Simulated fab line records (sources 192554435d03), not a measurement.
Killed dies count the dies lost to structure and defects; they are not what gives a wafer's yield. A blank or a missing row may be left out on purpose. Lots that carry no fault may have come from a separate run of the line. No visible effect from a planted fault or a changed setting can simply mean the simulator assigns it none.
Matching of chambers ; flow n5-finfet ; N5_BEOL_M8_PECVD_70 on pecvd-04 has 3 sister chambers
The step deposits SiO2 from TEOS/O2, target thk 20 nm, time 22.7 s. 3 wafers are shown with their chamber, then 9 later ones without.

WAFERS PAIRED WITH THEIR CHAMBERS
wafer;chamber;throttle-valve-pct (%)
L082.3;0;23.5
L082.5;1;22.7
L082.6;2;20.6

WAFERS WITHOUT THEIR CHAMBER
wafer;throttle-valve-pct (%)
L085.2;22.9
L085.3;20.6
L085.6;20.5
L088.2;23.6
L088.4;22.8
L088.6;23.6
L092.1;22.6
L092.3;20.7
L092.4;22.5

WHICH CHAMBER EACH WENT THROUGH
wafer;from the rows above;in truth
L085.2;1;1
L085.3;2;2
L085.6;2;2
L088.2;0;0
L088.4;1;1
L088.6;0;0
L092.1;1;1
L092.3;2;2
L092.4;1;1
9 of 9 placed correctly. Left unplaced by these rows: 0. Wrongly placed: 0.
How it was worked out, from the rows above alone: a wafer's distance from a chamber is the root of the sum, over the readings, of the square of ((its reading less the chamber's mean) divided by the reading's scatter). The wafer belongs to the nearest chamber; if the next one is less than 2 further off, it can't be placed. The mean given for a chamber averages the wafers shown for that chamber. The scatter: root of mean squared gap, hidden wafer to nearest shown wafer, with one shown wafer a chamber.
